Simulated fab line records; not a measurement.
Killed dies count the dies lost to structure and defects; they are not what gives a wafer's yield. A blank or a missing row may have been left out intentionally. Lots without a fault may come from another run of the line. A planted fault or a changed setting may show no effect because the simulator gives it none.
3 desks, one fault || flow n5_finfet || every desk sees just its own numbers, and what lay behind them comes last

FROM THE METROLOGY DESK
Means of the sampled wafers that have a number, per lot and without regard to the tool the lot ran on: this is what the gauges read. Marked OUT: a lot whose mean sits more than 4 standard deviations from the usual mean, which makes it out of limits; the brackets give that distance. Only the readings that lie furthest out on some lot appear, 7 of the 24 it has.
Columns: A = COMB_M10 at N5_BEOL_M15_RC_MEAS_101, usual 1.6e-11 S/m; B = COMB_M9 at N5_BEOL_M15_RC_MEAS_101, usual 1.55e-11 S/m; C = SERP_M11 at N5_BEOL_M15_RC_MEAS_101, usual 3.08 ohm/um; D = SERP_M13 at N5_BEOL_M15_RC_MEAS_101, usual 0.306 ohm/um; E = SERP_M5 at N5_BEOL_M15_RC_MEAS_101, usual 38.3 ohm/um; F = SERP_M9 at N5_BEOL_M15_RC_MEAS_101, usual 3.06 ohm/um; G = SERP_M9_max_site at N5_BEOL_M15_RC_MEAS_101, usual 3.15 ohm/um
{"lot": "L986", "first seen here": "day 14 12:43", "A": 2.1e-11, "B": 1.95e-11, "C": 3.08, "D": 0.310, "E": 40.2, "F": 3.04, "G": 3.14}
{"lot": "L987", "first seen here": "day 14 20:34", "A": 1.4e-11, "B": 1.43e-11, "C": 3.17, "D": 0.304, "E": 37.9, "F": 3.11, "G": 3.19}
{"lot": "L994", "first seen here": "day 18 15:08", "A": 1.5e-11, "B": 1.73e-11, "C": 3.07, "D": 0.297, "E": 38.1, "F": 3.08, "G": 3.17}
{"lot": "L102", "first seen here": "day 21 14:24", "A": 1.4e-11, "B": 1.72e-11, "C": 3.00, "D": 0.302, "E": 37.9, "F": 3.02, "G": 3.16}
{"lot": "L990", "first seen here": "day 21 19:56", "A": 1.7e-11, "B": 1.73e-11, "C": 3.07, "D": 0.308, "E": 38.2, "F": 3.23, "G": 3.27}
Finding of this desk: none of the 5 lots has anything out of limits.

THE TOOL OWNER'S DESK: pvd_sputter-02
At N5_MIM_BOT_SPUTTER_00 (material TiN, target thk 35 nm, time 89.7 s) the tool's own readings: per lot run on this tool, the mean of the sampled wafers that have a number. Marked OUT: a lot whose mean sits more than 4 standard deviations from the usual mean, which makes it out of limits; the brackets give that distance.
Columns: A = throttle_valve_pct at N5_MIM_BOT_SPUTTER_00, usual 29.4 %
{"lot": "L987", "first seen here": "day 14 22:50", "A": 28.7}
{"lot": "L994", "first seen here": "day 18 17:03", "A": 29.5}
{"lot": "L990", "first seen here": "day 21 22:35", "A": 29.2}
Finding of this desk: none of the 3 lots has anything out of limits.

THE DEFECT DESK
Lot by lot, what the route's inspections counted, given as the mean of those sampled wafers with a number. Marked OUT: a lot whose mean sits more than 4 standard deviations from the usual mean, which makes it out of limits; the brackets give that distance.
Columns: A = raw_defect_count at N5_BEOL_M15_INSPECT_55, usual 61
{"lot": "L986", "first seen here": "day 14 12:52", "A": 95}
{"lot": "L987", "first seen here": "day 14 20:46", "A": 48}
{"lot": "L994", "first seen here": "day 18 15:17", "A": 47}
{"lot": "L102", "first seen here": "day 21 14:33", "A": 54}
{"lot": "L990", "first seen here": "day 21 20:06", "A": 48}
Finding of this desk: none of the 5 lots has anything out of limits.

ALL TOGETHER
At the metrology desk, nothing out of limits was observed.
Nothing out of limits was seen by the tool owner's desk.
The defect desk saw nothing out of limits.

WHAT THE SIMULATOR HAD PUT IN
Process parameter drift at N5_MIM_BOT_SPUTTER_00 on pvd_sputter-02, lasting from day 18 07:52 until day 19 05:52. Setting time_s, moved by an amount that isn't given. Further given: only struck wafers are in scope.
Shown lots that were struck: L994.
